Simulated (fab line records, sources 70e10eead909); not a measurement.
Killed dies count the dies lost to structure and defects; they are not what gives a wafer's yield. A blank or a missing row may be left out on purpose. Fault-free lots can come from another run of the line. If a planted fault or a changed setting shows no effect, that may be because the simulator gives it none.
Comparing a struck lot with a sound one || flow nandHarc || 15 out of 1159 route steps
Sound: wafers L108.3, L108.4, L108.6. The struck wafers were L106.2, L106.5, L106.6. The cause is named last.
Order at every step that has rows: each side's tool, ch and its chambers, its first start. Under that, the readings that differ: sound wafers || struck wafers || difference of the means || sigmas: that difference in standard deviations of wafers without a fault.
alike: readings with means less than 2 such deviations apart, plus words and numbers identical on both sides. not compared: withheld readings, readings lacking a value on some wafer, bounds such as >300 that could conceal the same value, and numbers that have no deviation in the record and whose values overlap.
A row with sigmas, a row that says differs or no value, or rows on one side alone: a step with any of these is where the two part. Numbers that have no deviation but don't overlap get no sigmas and don't part them. A reading missing from all wafers of one side parts the sides only when that side holds two or more wafers.

first, 6 steps without rows for these wafers: NHARC_P_ZERO_WELL_COAT_05 (resist thk 600 nm); NHARC_P_ZERO_WELL_SOFTBAKE_06 (time 70 s); NHARC_P_ZERO_WELL_EBR_07; NHARC_P_ZERO_WELL_EXPOSE_08 (exposes mask P ZERO, target cd 500 nm); NHARC_P_ZERO_WELL_PEB_09 (peb time 80 s); NHARC_P_ZERO_WELL_DEVELOP_10 (time 50 s).
NHARC_P_ZERO_WELL_CD_MEAS_11 targets a cd of 500 nm.
  sound on cdSem-01 ch 0, day 7 01:14; struck on cdSem-02 ch 0, day 6 13:19
  alike: cdNm
then, 1 step without rows for these wafers: NHARC_P_ZERO_WELL_HARDBAKE_12 (time 65 s).
NHARC_P_ZERO_WELL_DESCUM_13: chemistry O2, time 3 s.
  sound on rieDiel-07 ch 1,2, day 7 01:25; struck on rieDiel-11 ch 1,2,3, day 6 13:28
  alike: drypumpMotorCurrentA, oesProductAu, rfVppV, showerheadPlenumPTorr, throttleValvePct
  not compared: rfHoursCounterH
NHARC_P_ZERO_WELL_ETCH_65: etches the open film in N2/H2, target depth 80 nm, overetch 24 nm, time 87.88 s.
  sound on rieDiel-07 ch 1,2,3, day 7 01:32; struck on rieDiel-11 ch 2,3, day 6 13:35
  alike: drypumpMotorCurrentA, oesProductAu, rfVppV, showerheadPlenumPTorr, throttleValvePct
  not compared: rfHoursCounterH
NHARC_P_ZERO_WELL_ETCH_62: etches the open film in CHF3/Ar, target depth 13 nm, time 6.5 s.
  sound: rieDiel-07 ch 1,2,3; struck: rieDiel-11 ch 1,3
  alike: drypumpMotorCurrentA, oesProductAu, rfVppV, showerheadPlenumPTorr, throttleValvePct
  not compared: rfHoursCounterH
NHARC_P_ZERO_WELL_ETCH_63: etches the open film in HBr/Cl2, target depth 120 nm, time 40.1 s.
  sound on rieSi-06 ch 0,2,3, day 7 01:42; struck on rieSi-04 ch 1,2, day 6 13:46
  alike: drypumpMotorCurrentA, oesProductAu, throttleValvePct
  not compared: rfHoursCounterH
NHARC_P_ZERO_WELL_STRIP_15: strips in SPM, time 900 s.
  sound on wetBench-01 ch 1,4,6, day 7 01:51; struck on wetBench-01 ch 0,3,4, day 6 13:56
  no value came back on the struck wafers for bathGuardTempC (C), bathHeatDutyPct (%); on the sound wafers bathGuardTempC (C) reads 130.3 129.2 129.4
then, 2 steps without rows for these wafers: NHARC_P_ZERO_WELL_DEHYDRATE_16 (time 120 s); NHARC_END_SORT_01.

## WHERE THEY PART
At NHARC_P_ZERO_WELL_STRIP_15 and nowhere else, as far as this record goes.

WHY: what had been put in by the simulator
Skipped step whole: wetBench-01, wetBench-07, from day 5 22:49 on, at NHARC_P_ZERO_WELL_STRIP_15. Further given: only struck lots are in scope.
